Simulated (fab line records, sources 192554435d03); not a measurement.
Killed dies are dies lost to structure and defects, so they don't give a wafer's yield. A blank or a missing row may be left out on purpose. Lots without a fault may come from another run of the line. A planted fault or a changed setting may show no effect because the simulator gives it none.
Split-lot experiment | flow n5_finfet | 7 lots, 39 wafers read, on a route of 1938 steps

THE SPLIT
At N5_DUMMY_GATE_ETCH_37 (etches SOC in N2/H2, target depth 60 nm, overetch 30 nm), the setting source_w was moved away from the recipe's 840 W on 15 of the 39 wafers read, by -16.1% to +15.7%. The other wafers ran this setting at the recipe's value.

The reading is taken at the split's own step.

THE READING
rf_vpp_V, in V, at N5_DUMMY_GATE_ETCH_37 (etches SOC in N2/H2, target depth 60 nm, overetch 30 nm). Fault-free wafers of this fab line usually give 523.8 V, standard deviation 2.4 V.

wafer  | tool, chamber at the split | source_w as run, W | against the recipe | rf_vpp_V, V | against lot-mates on the recipe
L074.1 | rie_diel-06, 0             | 753.7              | -10.3%             | 546.0       | +24.0
L074.2 | rie_diel-06, 2             | 753.7              | -10.3%             | 545.3       | +23.3
L074.3 | rie_diel-06, 3             | 840                | recipe             | 521.1       | -
L074.4 | rie_diel-06, 1             | 840                | recipe             | 523.2       | -
L074.5 | rie_diel-06, 2             | 753.7              | -10.3%             | 543.5       | +21.5
L074.6 | rie_diel-06, 3             | 840                | recipe             | 521.8       | -
L080.1 | rie_diel-01, 2             | 840                | recipe             | 524.3       | -
L080.2 | rie_diel-01, 0             | 741.5              | -11.7%             | 545.6       | +22.6
L080.3 | rie_diel-01, 1             | 741.5              | -11.7%             | 541.7       | +18.7
L080.4 | rie_diel-01, 1             | 840                | recipe             | 519.4       | -
L080.5 | rie_diel-01, 0             | 741.5              | -11.7%             | 544.8       | +21.8
L080.6 | rie_diel-01, 2             | 840                | recipe             | 525.4       | -
L081.1 | rie_diel-03, 1             | 840                | recipe             | 525.9       | -
L081.2 | rie_diel-03, 3             | 840                | recipe             | 522.3       | -
L081.3 | rie_diel-03, 2             | 840                | recipe             | 524.0       | -
L081.4 | rie_diel-03, 0             | 840                | recipe             | 522.5       | -
L081.5 | rie_diel-03, 1             | 840                | recipe             | 527.0       | -
L081.6 | rie_diel-03, 0             | 840                | recipe             | 522.1       | -
L082.1 | rie_diel-06, 1             | 972                | +15.7%             | 498.3       | -27.3
L082.2 | rie_diel-06, 2             | 972                | +15.7%             | 501.0       | -24.6
L082.3 | rie_diel-06, 0             | 840                | recipe             | 528.1       | -
L082.4 | rie_diel-06, 3             | 972                | +15.7%             | 495.5       | -30.1
L082.5 | rie_diel-06, 1             | 840                | recipe             | 523.1       | -
L082.6 | rie_diel-06, 2             | 840                | recipe             | 525.5       | -
L083.1 | rie_diel-01, 3             | 704.9              | -16.1%             | 556.2       | +35.2
L083.2 | rie_diel-01, 0             | 840                | recipe             | 521.0       | -
L083.3 | rie_diel-01, 1             | 840                | recipe             | 521.5       | -
L083.4 | rie_diel-01, 2             | 704.9              | -16.1%             | 556.8       | +35.8
L083.5 | rie_diel-01, 1             | 840                | recipe             | 520.4       | -
L083.6 | rie_diel-01, 2             | 704.9              | -16.1%             | 556.9       | +35.9
L091.1 | rie_diel-06, 2             | 840                | recipe             | 524.2       | -
L091.3 | rie_diel-06, 0             | 840                | recipe             | 526.6       | -
L091.6 | rie_diel-06, 1             | 840                | recipe             | 522.0       | -
L097.1 | rie_diel-03, 0             | 792                | -5.7%              | 531.8       | +8.7
L097.2 | rie_diel-03, 3             | 840                | recipe             | 520.9       | -
L097.3 | rie_diel-03, 1             | 792                | -5.7%              | 537.6       | +14.5
L097.4 | rie_diel-03, 2             | 840                | recipe             | 523.7       | -
L097.5 | rie_diel-03, 1             | 840                | recipe             | 524.8       | -
L097.6 | rie_diel-03, 0             | 792                | -5.7%              | 531.6       | +8.5

THE FIT
A straight line over all 39 wafers: rf_vpp_V changes by -1.83 V for each +1% of source_w; r = -0.98; the points scatter about the line by 2.6 V.
The same after taking each lot's own level away (the mean of its wafers on the recipe; 39 wafers): -1.95 V for each +1%; r = -0.99; scatter 2.5 V.
On that fit, the largest move of source_w shifts the reading by 31 V.
The lots' own levels span 520.97 to 525.57 V, that is 1.9 times the standard deviation above.
So the lot-to-lot level changes the slope little: the two slopes agree.
Check: with one of the wafers moved furthest among these (-16.1%) left out of the fit, the line predicts +31.6 V for it against its lot-mates. It came out at +35.2 V against them.
Tool readings at the split's step, against how far the setting was moved: rf_vpp_V r = -0.98.

OTHER SPLITS ON THESE WAFERS
These wafers also went through other splits before the reading. Each is held against what the fit with the lots' levels taken away leaves over:
other split on the same wafers  | wafers away from the commonest value | r with rf_vpp_V (lot level and that fit taken away)
N5_DUMMY_GATE_EXPOSE_12 dose_mj | 15                                   | +0.28

THE FILE'S OWN FIT
rf_vpp_V changes by -1.98 V for each +1% of source_w, r = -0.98.
